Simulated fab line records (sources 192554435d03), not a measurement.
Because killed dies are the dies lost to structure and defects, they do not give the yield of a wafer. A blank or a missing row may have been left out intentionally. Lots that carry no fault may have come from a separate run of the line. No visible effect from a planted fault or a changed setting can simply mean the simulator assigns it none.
fab line records    flow n5-finfet
record: lots: 10  wafers: 30  last-day: 18
route steps=1938 shown BEOL_M2@900 BEOL_M4@1111 PASSIVATION@1936
lots untouched by any fault: they come from a run of this same line in which no faults occurred
start-h: the number of hours between the record's first day and the start of the first shown wafer of the lot    wait-h: hours elapsed since this lot's preceding step    " same as the row above    L1.1+2: a row that stands for several wafers    - value missing, or start not given    * or withheld: withheld    < > ~ a bound
route shown NAME@n: names a module that has steps shown in the file, with the first one's number in the route    usual: mean/standard deviation of fault-free wafers    same: alike in all rows    chamber/n: place in a boat    sites: readings site by site    _std_site: their standard deviation    _edge_site: outer sites' mean less inner sites'    radius-mm: for every site, how far away it sits from the centre of the wafer    mask NAME#n: copy n    behind: the tool/chamber that last shaped the wafer    hold: the reason the lot was held/the length of the hold in hours/how it ended    device: names the non-switching transistor (n, p or np)    end of line: tests run on the same wafers once the route is complete    a step without rows: its recipe alone    killed: count of dies lost to structure and defects at first sort (not the wafer's yield)    map: dies across one wafer; x = killed, . = not, _ = none there
set.NAME: setting as actually run; set.NAME@STEP: the setting as run at that earlier step    model.NAME: the simulator's own value behind a step, which no gauge read
a sample of lots followed through the steps of the route, with each step as a table and each wafer as a row
services: the hour from which a tool's chamber was out of use, counted from the record's first day as start-h (under 0 if before that day), plus the number of hours and why
== steps ==
step: N5_BEOL_M2_PRE_CLEAN_45
recipe: gas: H2/He  time-s: 30  temp-c: 250
usual: heater-power-w: 342/33
lot.wafer  tool            chamber  start-h  wait-h  heater-power-w
L756.2     pvd-sputter-01  -        164.30   0.0     328
L756.4     "               -        "        "       366
L756.6     "               -        "        "       351
L758.3     pvd-sputter-01  -        173.70   0.0     356
L758.5     "               -        "        "       363
L758.6     "               -        "        "       333
L761.1     pvd-sputter-02  -        192.42   0.0     423
L761.2     "               -        "        "       368
L761.3     "               -        "        "       340
L762.2     pvd-sputter-02  -        200.93   0.0     319
L762.4     "               -        "        "       414
L762.5     "               -        "        "       329
L764.2     pvd-sputter-03  -        212.15   0.0     343
L764.3     "               -        "        "       294
L764.6     "               -        "        "       348
L765.1     pvd-sputter-01  -        214.31   0.0     323
L765.3     "               -        "        "       339
L765.6     "               -        "        "       366
L767.1     pvd-sputter-02  -        227.75   0.0     321
L767.5     "               -        "        "       418
L767.6     "               -        "        "       368
L766.1     pvd-sputter-02  -        230.55   0.0     327
L766.4     "               -        "        "       424
L766.6     "               -        "        "       376
L771.1     pvd-sputter-02  -        251.39   0.0     362
L771.3     "               -        "        "       327
L771.4     "               -        "        "       409
L775.1     pvd-sputter-03  -        298.52   0.0     313
L775.3     "               -        "        "       344
L775.5     "               -        "        "       341
step: N5_BEOL_M2_SPUTTER_48
recipe: material: Cu  target-thk-a: 45  temp-c: -20  chamber-pressure-pa: 0.07  power-w: withheld  time-s: 8.29
usual: chamber-pressure-pa: 0.07/0.00014  chuck-gas-flow-sccm: 1.26/0.047  substrate-temp-c: -19.98/0.1  throttle-valve-pct: 29.8/0.77
lot.wafer  tool            chamber  start-h  wait-h  chamber-pressure-pa  chuck-gas-flow-sccm  substrate-temp-c  throttle-valve-pct
L756.2     pvd-sputter-01  -        164.92   0.2     0.0702               1.25                 -20.13            31.0
L756.4     "               -        "        "       0.07005              1.26                 -19.94            29.8
L756.6     "               -        "        "       0.06983              1.27                 -20.06            30.2
L758.3     pvd-sputter-01  -        174.26   0.1     0.07                 1.25                 -19.91            29.4
L758.5     "               -        "        "       0.07004              1.27                 -20.19            29.3
L758.6     "               -        "        "       0.07028              1.26                 -19.89            30.9
L761.1     pvd-sputter-02  -        193.04   0.1     0.06999              1.25                 -19.81            31.4
L761.2     "               -        "        "       0.06994              1.30                 -19.92            29.0
L761.3     "               -        "        "       0.07031              1.28                 -20.19            28.9
L762.2     pvd-sputter-02  -        201.99   0.2     0.06993              1.25                 -19.85            30.1
L762.4     "               -        "        "       0.07016              1.35                 -19.95            31.0
L762.5     "               -        "        "       0.07006              1.24                 -19.98            28.7
L764.2     pvd-sputter-02  -        213.28   0.1     0.07009              1.35                 -19.96            29.9
L764.3     "               -        "        "       0.07006              1.26                 -20.09            28.8
L764.6     "               -        "        "       0.0701               1.28                 -20.16            28.8
L765.1     pvd-sputter-01  -        214.97   0.2     -                    -                    -                 -
L765.3     "               -        "        "       -                    -                    -                 -
L765.6     "               -        "        "       -                    -                    -                 -
L767.1     pvd-sputter-02  -        228.67   0.2     -                    -                    -                 -
L767.5     "               -        "        "       -                    -                    -                 -
L767.6     "               -        "        "       -                    -                    -                 -
L766.1     pvd-sputter-01  -        231.12   0.1     -                    -                    -                 -
L766.4     "               -        "        "       -                    -                    -                 -
L766.6     "               -        "        "       -                    -                    -                 -
L771.1     pvd-sputter-01  -        252.90   0.2     0.07002              1.35                 -19.96            30.0
L771.3     "               -        "        "       0.0702               1.33                 -20.05            29.9
L771.4     "               -        "        "       0.07015              1.21                 -20.13            31.1
L775.1     pvd-sputter-03  -        299.36   0.1     0.07013              1.33                 -19.98            29.3
L775.3     "               -        "        "       0.07004              1.27                 -20.04            29.0
L775.5     "               -        "        "       0.06992              1.21                 -20.04            30.5
step: N5_BEOL_M2_SPUTTER_79
recipe: material: Cu  target-thk-a: 45  temp-c: -20  chamber-pressure-pa: 0.07  power-w: withheld  time-s: 8.29
usual: chamber-pressure-pa: 0.07/0.00015  chuck-gas-flow-sccm: 1.26/0.049  substrate-temp-c: -20.00/0.11  throttle-valve-pct: 29.8/0.77
lot.wafer  tool            chamber  start-h  wait-h  chamber-pressure-pa  chuck-gas-flow-sccm  substrate-temp-c  throttle-valve-pct
L756.2     pvd-sputter-01  -        165.14   0.1     0.07001              1.27                 -20.21            30.8
L756.4     "               -        "        "       0.07                 1.26                 -19.89            29.5
L756.6     "               -        "        "       0.06996              1.34                 -19.81            30.4
L758.3     pvd-sputter-01  -        174.48   0.1     0.0699               1.19                 -20.06            29.5
L758.5     "               -        "        "       0.06982              1.23                 -20.05            29.6
L758.6     "               -        "        "       0.0701               1.29                 -20.00            30.8
L761.1     pvd-sputter-02  -        193.26   0.1     0.07004              1.28                 -20.17            31.2
L761.2     "               -        "        "       0.07006              1.28                 -19.97            29.2
L761.3     "               -        "        "       0.07028              1.27                 -19.88            28.5
L762.2     pvd-sputter-02  -        202.21   0.1     0.06984              1.28                 -20.03            30.1
L762.4     "               -        "        "       0.07002              1.34                 -19.86            31.3
L762.5     "               -        "        "       0.06998              1.33                 -20.01            28.7
L764.2     pvd-sputter-02  -        213.50   0.1     0.07019              1.36                 -20.04            30.3
L764.3     "               -        "        "       0.06999              1.17                 -20.07            28.5
L764.6     "               -        "        "       0.06983              1.25                 -19.92            28.6
L765.1     pvd-sputter-01  -        215.19   0.1     0.07014              1.27                 -20.15            30.9
L765.3     "               -        "        "       0.06984              1.23                 -20.03            30.1
L765.6     "               -        "        "       0.06989              1.27                 -19.91            29.1
L767.1     pvd-sputter-02  -        228.89   0.1     0.07006              1.23                 -20.07            28.8
L767.5     "               -        "        "       0.06972              1.22                 -20.15            31.4
L767.6     "               -        "        "       0.07006              1.28                 -20.03            30.0
L766.1     pvd-sputter-01  -        231.34   0.1     0.06968              1.26                 -20.03            30.4
L766.4     "               -        "        "       0.0697               1.31                 -20.20            29.4
L766.6     "               -        "        "       0.06994              1.19                 -19.95            29.5
L771.1     pvd-sputter-01  -        253.12   0.1     0.06999              1.15                 -20.14            30.1
L771.3     "               -        "        "       0.07017              1.16                 -20.00            29.5
L771.4     "               -        "        "       0.07015              1.24                 -20.00            31.0
L775.1     pvd-sputter-03  -        299.58   0.1     0.06973              1.24                 -20.04            29.4
L775.3     "               -        "        "       0.06987              1.33                 -20.12            29.2
L775.5     "               -        "        "       0.07024              1.32                 -20.09            30.2
step: N5_BEOL_M2_ANNEAL_80
recipe: temp-c: 400  time-s: 240  ambient: vacuum
usual: heater-power-w: 860/77
lot.wafer  tool            chamber  start-h  wait-h  heater-power-w
L756.2     pvd-sputter-01  -        165.22   0.0     884
L756.4     "               -        "        "       884
L756.6     "               -        "        "       841
L758.3     pvd-sputter-01  -        174.56   0.0     821
L758.5     "               -        "        "       808
L758.6     "               -        "        "       914
L761.1     pvd-sputter-02  -        193.34   0.0     1041
L761.2     "               -        "        "       814
L761.3     "               -        "        "       857
L762.2     pvd-sputter-02  -        202.29   0.0     951
L762.4     "               -        "        "       1053
L762.5     "               -        "        "       851
L764.2     pvd-sputter-02  -        213.58   0.0     938
L764.3     "               -        "        "       835
L764.6     "               -        "        "       870
L765.1     pvd-sputter-01  -        215.27   0.0     924
L765.3     "               -        "        "       851
L765.6     "               -        "        "       821
L767.1     pvd-sputter-02  -        228.97   0.0     864
L767.5     "               -        "        "       1060
L767.6     "               -        "        "       919
L766.1     pvd-sputter-01  -        231.42   0.0     834
L766.4     "               -        "        "       819
L766.6     "               -        "        "       821
L771.1     pvd-sputter-01  -        253.20   0.0     854
L771.3     "               -        "        "       905
L771.4     "               -        "        "       905
L775.1     pvd-sputter-03  -        299.66   0.0     741
L775.3     "               -        "        "       848
L775.5     "               -        "        "       759
step: N5_BEOL_M4_RC_MEAS_101
usual: DIBL_N: 35.7/1.3  DIBL_P: 35.4/1.8  IOFF_N: 0.152/0.027  IOFF_P: 0.20/0.034  ION_N: 672/9.8  ION_P: 461/7.5  SS_N: 71.4/0.55  SS_P: 73.1/0.61  VT_N: 251/3.3  VT_P: -251/3.6
lot.wafer  tool       chamber  start-h  wait-h  DIBL_N[mV/V]  DIBL_P[mV/V]  IOFF_N[nA/um]  IOFF_P[nA/um]  ION_N[uA/um]  ION_P[uA/um]  SS_N[mV/dec]  SS_P[mV/dec]  VT_N[mV]  VT_P[mV]
L756.2     prober-01  0        191.24   0.2     35.8          36.2          0.162          0.18           676           452           71.3          73.1          253       -258
L756.4     "          0        "        "       36.4          37.6          0.186          0.19           688           469           71.3          73.7          246       -252
L756.6     "          0        "        "       36.6          37.3          0.188          0.19           673           453           72.3          73.8          251       -253
L758.3     prober-02  0        200.58   0.3     35.7          36.7          0.162          0.23           680           468           71.3          72.6          247       -247
L758.5     "          0        "        "       35.7          36.7          0.163          0.23           678           467           71.4          72.1          247       -248
L758.6     "          0        "        "       35.1          36.3          0.152          0.22           678           467           71.0          73.0          249       -247
L761.1     prober-02  0        219.25   0.4     36.5          34.9          0.147          0.19           671           458           72.1          73.5          251       -248
L761.2     "          0        "        "       37.6          35.7          0.154          0.21           669           459           71.6          73.0          250       -251
L761.3     "          0        "        "       37.4          36.3          0.156          0.21           675           458           72.1          73.0          253       -249
L762.2     prober-02  0        227.33   0.2     37.7          38.4          0.186          0.26           680           466           72.5          74.4          250       -245
L762.4     "          0        "        "       35.7          35.6          0.148          0.22           662           463           71.3          73.1          250       -248
L762.5     "          0        "        "       34.8          34.8          0.139          0.21           677           465           70.7          73.3          250       -248
L764.2     prober-02  0        240.16   0.2     35.2          34.3          0.139          0.16           649           445           71.2          73.1          252       -256
L764.3     "          0        "        "       34.1          33.3          0.125          0.15           659           449           70.1          73.0          251       -256
L764.6     "          0        "        "       35.6          35.7          0.146          0.17           653           445           71.2          73.2          254       -256
L765.1     prober-02  0        241.33   0.2     34.1          33.8          0.115          0.16           656           450           71.3          72.5          254       -253
L765.3     "          0        "        "       35.7          35.6          0.138          0.18           673           454           72.0          72.6          254       -255
L765.6     "          0        "        "       36.3          36.0          0.146          0.19           661           452           71.7          73.2          253       -254
L767.1     prober-01  0        256.09   0.0     35.6          34.7          0.137          0.17           675           451           71.7          73.1          254       -254
L767.5     "          0        "        "       35.8          35.1          0.145          0.18           665           456           71.5          73.2          253       -256
L767.6     "          0        "        "       37.4          37.0          0.172          0.21           670           454           71.8          73.4          250       -251
L766.1     prober-01  0        260.59   0.0     36.5          35.6          0.155          0.21           667           460           71.5          73.4          252       -252
L766.4     "          0        "        "       36.3          37.1          0.163          0.23           668           465           71.2          72.8          250       -247
L766.6     "          0        "        "       35.8          35.7          0.149          0.20           663           460           71.9          72.5          250       -248
L771.1     prober-01  0        275.44   0.0     35.3          34.9          0.143          0.18           676           459           71.4          72.9          252       -253
L771.3     "          0        "        "       34.3          33.2          0.123          0.17           666           457           70.4          72.6          254       -254
L771.4     "          0        "        "       34.0          33.3          0.126          0.18           667           460           70.9          72.6          252       -252
L775.1     prober-02  0        318.48   0.0     34.8          33.5          0.121          0.19           674           459           70.5          73.0          254       -252
L775.3     "          0        "        "       33.8          32.4          0.104          0.17           653           457           70.8          72.3          259       -253
L775.5     "          0        "        "       35.4          34.7          0.132          0.20           668           467           71.3          73.0          252       -249
step: N5_PASSIVATION_PROBE_49
usual: defect-limited-yield: 91.5/1.3  killed_at_M0_to_M3: 33/11  killed_at_M4_up: 14/5.3  killed-at-contacts: 11/6.3  killed-at-front-end: 38/10  killed-at-other: 3.7/2.8  killed-dies: 101/16  killed-on-rim: 13/3.4  killed-open: 67/12  killed-short: 32/7.4  sort_bin_5_function: 5.0/0.86  sort_bin_6_memory: 3.2/0.69  sort-n-pass: 1079/16  sort-yield-pct: 91.5/1.3
same: gross-dies: 1180  killed-at-back-side: 0  sort_bin_4_leakage[%]: 0  sort_bin_8_speed[%]: 0
lot.wafer  tool       chamber  start-h  wait-h  defect-limited-yield[%]  killed_at_M0_to_M3  killed_at_M4_up  killed-at-contacts  killed-at-front-end  killed-at-other  killed-dies  killed-on-rim  killed-open  killed-short  sort_bin_5_function[%]  sort_bin_6_memory[%]  sort-n-pass  sort-yield-pct[%]
L756.2     prober-02  -        297.64   0.1     92.6                     20                  8                23                  35                   1                87           13             57           30            4.0                     2.8                   1093         92.6
L756.4     prober-02  -        297.74   0.2     88.7                     43                  15               10                  65                   0                133          20             77           54            7.1                     3.6                   1047         88.7
L756.6     prober-02  -        297.84   0.3     87.9                     38                  12               16                  77                   0                143          14             83           55            5.3                     5.9                   1037         87.9
L758.3     prober-02  -        304.89   0.1     93.6                     20                  17               16                  20                   3                76           8              46           29            2.8                     3.1                   1104         93.6
L758.5     prober-02  -        304.99   0.2     90.9                     26                  16               22                  41                   2                107          11             82           24            5.2                     3.5                   1073         90.9
L758.6     prober-02  -        305.04   0.3     93.0                     21                  12               15                  34                   1                83           15             54           26            4.1                     2.8                   1097         93.0
L761.1     prober-02  -        312.13   0.0     93.7                     26                  10               8                   27                   3                74           6              53           20            3.9                     2.1                   1106         93.7
L761.2     prober-02  -        312.18   0.1     91.4                     41                  8                10                  35                   7                101          13             67           34            5.3                     3.1                   1079         91.4
L761.3     prober-02  -        312.23   0.1     93.4                     18                  8                8                   38                   6                78           11             52           25            4.0                     2.5                   1102         93.4
L762.2     prober-02  -        333.15   0.1     90.9                     22                  11               12                  61                   1                107          14             73           33            4.8                     4.0                   1073         90.9
L762.4     prober-02  -        333.25   0.2     92.2                     29                  15               8                   34                   6                92           20             69           19            4.8                     2.9                   1088         92.2
L762.5     prober-02  -        333.30   0.2     90.8                     25                  21               11                  46                   5                108          15             77           28            5.3                     3.5                   1072         90.8
L764.2     prober-01  -        347.54   0.1     89.9                     47                  10               14                  42                   6                119          15             76           40            5.6                     3.9                   1061         89.9
L764.3     prober-01  -        347.59   0.1     88.3                     53                  19               12                  51                   3                138          14             94           43            7.5                     4.0                   1042         88.3
L764.6     prober-01  -        347.74   0.3     90.9                     43                  21               17                  24                   2                107          11             78           28            5.9                     3.1                   1073         90.9
L765.1     prober-02  -        350.45   0.0     90.7                     41                  12               4                   49                   4                110          16             57           38            5.6                     3.3                   1070         90.7
L765.3     prober-02  -        350.55   0.1     93.0                     41                  11               1                   24                   6                83           9              44           28            4.3                     2.7                   1097         93.0
L765.6     prober-02  -        350.70   0.3     91.9                     34                  18               5                   36                   3                96           9              53           30            5.2                     2.8                   1084         91.9
L767.1     prober-01  -        356.41   0.0     91.0                     35                  28               14                  26                   3                106          15             66           27            5.8                     2.7                   1074         91.0
L767.5     prober-01  -        356.61   0.2     92.6                     37                  10               6                   30                   4                87           13             60           17            4.5                     2.8                   1093         92.6
L767.6     prober-01  -        356.66   0.3     90.3                     30                  17               4                   56                   8                115          17             72           34            5.9                     3.7                   1065         90.3
L766.1     prober-01  -        364.95   0.0     90.5                     46                  29               6                   27                   4                112          11             74           23            5.6                     3.7                   1068         90.5
L766.4     prober-01  -        365.10   0.2     90.6                     44                  15               7                   32                   13               111          14             55           37            6.3                     2.9                   1069         90.6
L766.6     prober-01  -        365.20   0.3     90.8                     34                  8                14                  38                   15               109          12             64           32            4.9                     4.0                   1071         90.8
L771.1     prober-01  -        372.02   0.0     92.2                     32                  13               7                   38                   2                92           16             58           30            4.9                     2.5                   1088         92.2
L771.3     prober-01  -        372.12   0.1     91.2                     28                  13               15                  45                   3                104          15             68           30            4.4                     4.0                   1076         91.2
L771.4     prober-01  -        372.17   0.2     93.6                     24                  12               5                   33                   2                76           13             36           37            3.9                     2.2                   1104         93.6
L775.1     prober-02  -        422.11   0.0     91.4                     32                  10               15                  42                   2                101          21             69           30            4.8                     3.4                   1079         91.4
L775.3     prober-02  -        422.21   0.1     91.3                     28                  6                12                  54                   3                103          14             68           35            5.2                     3.2                   1077         91.3
L775.5     prober-02  -        422.31   0.2     90.9                     51                  8                10                  27                   11               107          12             66           39            5.3                     3.0                   1073         90.9
killed by level:class
L756.2 MOL_CONTACT_COAG:geometric-particle:open=19 FIN_SAQP:geometric-particle:short=6 DUMMY_GATE:geometric-particle:open=6 BEOL_M1:geometric-particle:open=6 STI_FIN_REVEAL:geometric-particle:open=4 MOL_CONTACT_COAG:geometric-particle:short=4 BEOL_M0_SAQP:geometric-particle:open=4 BEOL_M0_SAQP:geometric-particle:short=3
L756.4 STI_FIN_REVEAL:geometric-particle:open=19 BEOL_M0_SAQP:geometric-particle:short=18 FIN_SAQP:geometric-particle:short=15 BEOL_M0_SAQP:geometric-particle:open=14 FIN_SAQP:geometric-particle:open=9 MOL_CONTACT_COAG:geometric-particle:open=8 STI_FIN_REVEAL:geometric-particle:short=5 DUMMY_GATE:geometric-particle:open=5
L756.6 FIN_SAQP:geometric-particle:short=17 FIN_SAQP:geometric-particle:open=17 BEOL_M0_SAQP:geometric-particle:short=17 STI_FIN_REVEAL:geometric-particle:open=15 MOL_CONTACT_COAG:geometric-particle:open=11 BEOL_M0_SAQP:geometric-particle:open=11 BEOL_M4:geometric-particle:open=7 STARTING-WAFER:geometric-particle:short=7
L758.3 MOL_CONTACT_COAG:geometric-particle:open=12 BEOL_M0_SAQP:geometric-particle:open=6 BEOL_M7:geometric-particle:open=6 GATE_CUT:geometric-particle:short=4 MOL_CONTACT_COAG:geometric-particle:short=4 BEOL_M0_SAQP:geometric-particle:short=4 BEOL_M1:geometric-particle:open=4 BEOL_M4:geometric-particle:open=4
L758.5 MOL_CONTACT_COAG:geometric-particle:open=19 STI_FIN_REVEAL:geometric-particle:open=11 BEOL_M3:geometric-particle:open=10 BEOL_M4:geometric-particle:open=8 FIN_SAQP:geometric-particle:open=7 GATE_CUT:geometric-particle:short=6 FIN_SAQP:geometric-particle:short=4 BEOL_M1:geometric-particle:open=4
L758.6 MOL_CONTACT_COAG:geometric-particle:open=11 FIN_SAQP:geometric-particle:short=9 FIN_SAQP:geometric-particle:open=8 BEOL_M0_SAQP:geometric-particle:open=6 BEOL_M3:geometric-particle:open=5 STI_FIN_REVEAL:geometric-particle:open=4 MOL_CONTACT_COAG:geometric-particle:short=4 BEOL_M4:geometric-particle:open=4
L761.1 BEOL_M3:geometric-particle:open=8 BEOL_M2:geometric-particle:open=7 STI_FIN_REVEAL:geometric-particle:open=6 MOL_CONTACT_COAG:geometric-particle:open=6 FIN_SAQP:geometric-particle:open=5 FIN_SAQP:geometric-particle:short=4 BEOL_M5:geometric-particle:open=4 BEOL_M1:geometric-particle:open=3
L761.2 BEOL_M3:geometric-particle:open=18 FIN_SAQP:geometric-particle:short=10 MOL_CONTACT_COAG:geometric-particle:open=9 STI_FIN_REVEAL:geometric-particle:open=8 BEOL_M0_SAQP:geometric-particle:open=6 BEOL_M0_SAQP:geometric-particle:short=5 GATE_CUT:geometric-particle:short=4 BEOL_M1:geometric-particle:open=4
L761.3 FIN_SAQP:geometric-particle:open=8 STI_FIN_REVEAL:geometric-particle:open=6 BEOL_M3:geometric-particle:open=6 BEOL_M4:geometric-particle:open=6 MOL_CONTACT_COAG:geometric-particle:open=5 DUMMY_GATE:geometric-particle:open=4 GATE_CUT:geometric-particle:short=4 STARTING-WAFER:geometric-particle:short=4
L762.2 STI_FIN_REVEAL:geometric-particle:open=26 FIN_SAQP:geometric-particle:open=9 MOL_CONTACT_COAG:geometric-particle:open=8 STI_FIN_REVEAL:geometric-particle:short=6 GATE_CUT:geometric-particle:short=6 BEOL_M2:geometric-particle:open=6 BEOL_M7:geometric-particle:open=4 FIN_SAQP:geometric-particle:short=3
L762.4 STI_FIN_REVEAL:geometric-particle:open=14 BEOL_M2:geometric-particle:open=10 MOL_CONTACT_COAG:geometric-particle:open=7 BEOL_M4:geometric-particle:open=7 BEOL_M3:geometric-particle:open=4 GATE_CUT:geometric-particle:open=3 BEOL_M0_SAQP:geometric-particle:short=3 BEOL_M0_SAQP:geometric-particle:open=3
L762.5 BEOL_M4:geometric-particle:open=14 STI_FIN_REVEAL:geometric-particle:open=11 BEOL_M3:geometric-particle:open=9 MOL_CONTACT_COAG:geometric-particle:open=8 DUMMY_GATE:geometric-particle:open=6 FIN_SAQP:geometric-particle:short=5 GATE_CUT:geometric-particle:short=4 BEOL_M2:geometric-particle:open=4
L764.2 STI_FIN_REVEAL:geometric-particle:open=16 BEOL_M0_SAQP:geometric-particle:open=15 MOL_CONTACT_COAG:geometric-particle:open=13 BEOL_M2:geometric-particle:open=8 FIN_SAQP:geometric-particle:short=7 BEOL_M0_SAQP:geometric-particle:short=7 BEOL_M1:geometric-particle:open=6 BEOL_M3:geometric-particle:open=4
L764.3 STI_FIN_REVEAL:geometric-particle:open=20 MOL_CONTACT_COAG:geometric-particle:open=11 BEOL_M0_SAQP:geometric-particle:short=11 BEOL_M1:geometric-particle:open=11 BEOL_M0_SAQP:geometric-particle:open=10 BEOL_M1:geometric-particle:short=8 STI_FIN_REVEAL:geometric-particle:short=6 BEOL_M2:geometric-particle:open=6
L764.6 BEOL_M2:geometric-particle:open=19 MOL_CONTACT_COAG:geometric-particle:open=12 BEOL_M4:geometric-particle:open=12 BEOL_M1:geometric-particle:open=7 GATE_CUT:geometric-particle:short=5 MOL_CONTACT_COAG:geometric-particle:short=5 BEOL_M3:geometric-particle:open=5 STI_FIN_REVEAL:geometric-particle:open=4
L765.1 FIN_SAQP:geometric-particle:short=14 BEOL_M2:interface-void-opened=14 BEOL_M3:geometric-particle:open=11 STI_FIN_REVEAL:geometric-particle:open=8 GATE_CUT:geometric-particle:short=8 BEOL_M0_SAQP:geometric-particle:open=5 FIN_SAQP:geometric-particle:open=4 MOL_CONTACT_COAG:geometric-particle:open=4
L765.3 BEOL_M1:geometric-particle:open=10 BEOL_M2:interface-void-opened=10 BEOL_M0_SAQP:geometric-particle:open=8 DUMMY_GATE:geometric-particle:open=7 BEOL_M4:geometric-particle:open=6 FIN_SAQP:geometric-particle:short=5 BEOL_M3:geometric-particle:open=5 PAD_METAL:geometric-particle:short=4
L765.6 BEOL_M2:interface-void-opened=12 BEOL_M4:geometric-particle:open=11 FIN_SAQP:geometric-particle:short=8 BEOL_M2:geometric-particle:open=8 GATE_CUT:geometric-particle:short=7 FIN_SAQP:geometric-particle:open=5 DUMMY_GATE:geometric-particle:open=5 MOL_CONTACT_COAG:geometric-particle:open=5
L767.1 BEOL_M4:geometric-particle:open=12 BEOL_M2:interface-void-opened=12 MOL_CONTACT_COAG:geometric-particle:open=11 FIN_SAQP:geometric-particle:short=6 BEOL_M4:geometric-particle:short=6 FIN_SAQP:geometric-particle:open=5 BEOL_M0_SAQP:geometric-particle:open=5 BEOL_M0_SAQP:geometric-particle:short=5
L767.5 BEOL_M2:interface-void-opened=9 STI_FIN_REVEAL:geometric-particle:open=9 BEOL_M2:geometric-particle:open=9 BEOL_M3:geometric-particle:open=7 MOL_CONTACT_COAG:geometric-particle:open=6 FIN_SAQP:geometric-particle:open=5 BEOL_M0_SAQP:geometric-particle:short=4 BEOL_M0_SAQP:geometric-particle:open=4
L767.6 FIN_SAQP:geometric-particle:open=14 STI_FIN_REVEAL:geometric-particle:open=11 FIN_SAQP:geometric-particle:short=8 BEOL_M2:interface-void-opened=8 BEOL_M3:geometric-particle:open=8 BEOL_M4:geometric-particle:open=6 BEOL_M4:geometric-particle:short=5 MIM_TOP:geometric-particle:short=5
L766.1 BEOL_M4:geometric-particle:open=19 BEOL_M2:interface-void-opened=12 BEOL_M3:geometric-particle:open=9 MOL_CONTACT_COAG:geometric-particle:open=6 BEOL_M0:geometric-particle:open=6 STI_FIN_REVEAL:geometric-particle:open=4 FIN_SAQP:geometric-particle:open=3 FIN_SAQP:geometric-particle:short=3
L766.4 BEOL_M2:interface-void-opened=18 BEOL_M1:geometric-particle:open=7 BEOL_M3:geometric-particle:open=7 MIM_BOT:geometric-particle:short=7 DUMMY_GATE:geometric-particle:open=6 GATE_CUT:geometric-particle:open=5 FIN_SAQP:geometric-particle:short=4 MOL_CONTACT_COAG:geometric-particle:open=4
L766.6 BEOL_M2:interface-void-opened=13 MOL_CONTACT_COAG:geometric-particle:open=8 BEOL_M2:geometric-particle:open=8 MIM_BOT:geometric-particle:open=7 MOL_CONTACT_COAG:geometric-particle:short=6 STI_FIN_REVEAL:geometric-particle:open=5 GATE_CUT:geometric-particle:open=5 FIN_SAQP:geometric-particle:open=4
L771.1 FIN_SAQP:geometric-particle:open=9 BEOL_M0_SAQP:geometric-particle:short=9 BEOL_M0_SAQP:geometric-particle:open=9 FIN_SAQP:geometric-particle:short=7 MOL_CONTACT_COAG:geometric-particle:open=7 BEOL_M2:geometric-particle:open=6 DUMMY_GATE:geometric-particle:open=4 GATE_CUT:geometric-particle:short=4
L771.3 MOL_CONTACT_COAG:geometric-particle:open=11 FIN_SAQP:geometric-particle:open=10 BEOL_M2:geometric-particle:open=9 FIN_SAQP:geometric-particle:short=6 GATE_CUT:geometric-particle:short=6 BEOL_M0_SAQP:geometric-particle:open=6 DUMMY_GATE:geometric-particle:open=5 BEOL_M1:geometric-particle:open=5
L771.4 BEOL_M0_SAQP:geometric-particle:short=8 FIN_SAQP:geometric-particle:open=6 FIN_SAQP:geometric-particle:short=6 GATE_CUT:geometric-particle:short=5 MOL_CONTACT_COAG:geometric-particle:open=5 BEOL_M4:geometric-particle:open=5 BEOL_M0_SAQP:geometric-particle:open=4 BEOL_M2:geometric-particle:short=4
L775.1 STI_FIN_REVEAL:geometric-particle:open=14 MOL_CONTACT_COAG:geometric-particle:open=11 BEOL_M1:geometric-particle:open=8 BEOL_M3:geometric-particle:open=8 STI_FIN_REVEAL:geometric-particle:short=5 BEOL_M2:geometric-particle:open=5 STARTING-WAFER:geometric-particle:short=5 FIN_SAQP:geometric-particle:open=4
L775.3 STI_FIN_REVEAL:geometric-particle:open=13 MOL_CONTACT_COAG:geometric-particle:open=10 FIN_SAQP:geometric-particle:short=8 BEOL_M1:geometric-particle:open=6 BEOL_M0_SAQP:geometric-particle:open=6 FIN_CUT:geometric-particle:open=5 FIN_SAQP:geometric-particle:open=4 BEOL_M4:geometric-particle:open=4
L775.5 BEOL_M3:geometric-particle:open=12 MOL_CONTACT_COAG:geometric-particle:open=10 BEOL_M0_SAQP:geometric-particle:short=10 BEOL_M2:geometric-particle:open=8 FIN_SAQP:geometric-particle:short=6 BEOL_M1:geometric-particle:open=5 BEOL_M4:geometric-particle:open=5 PASS1_CAP:geometric-particle:short=5
== services ==
tool            chamber  start-h  hours  kind
pvd-sputter-03  -        285.89   3.8    repair
== key ==
first-sign: step: N5_BEOL_M2_SPUTTER_48  reading: tool-record  direction: missing
effect none on later readings
met-at N5_BEOL_M2_SPUTTER_48
struck-lots L765,L766,L767
not-acting-at N5_BEOL_M2_PRE_CLEAN_45,N5_BEOL_M2_SPUTTER_79,N5_BEOL_M2_ANNEAL_80
onset-between 213.28 214.97
fault: kind: skipped-step-whole  tool: pvd-sputter-01,pvd-sputter-02  chamber: -  onset-h: 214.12  steps: N5_BEOL_M2_SPUTTER_48  scope: struck-lots-only
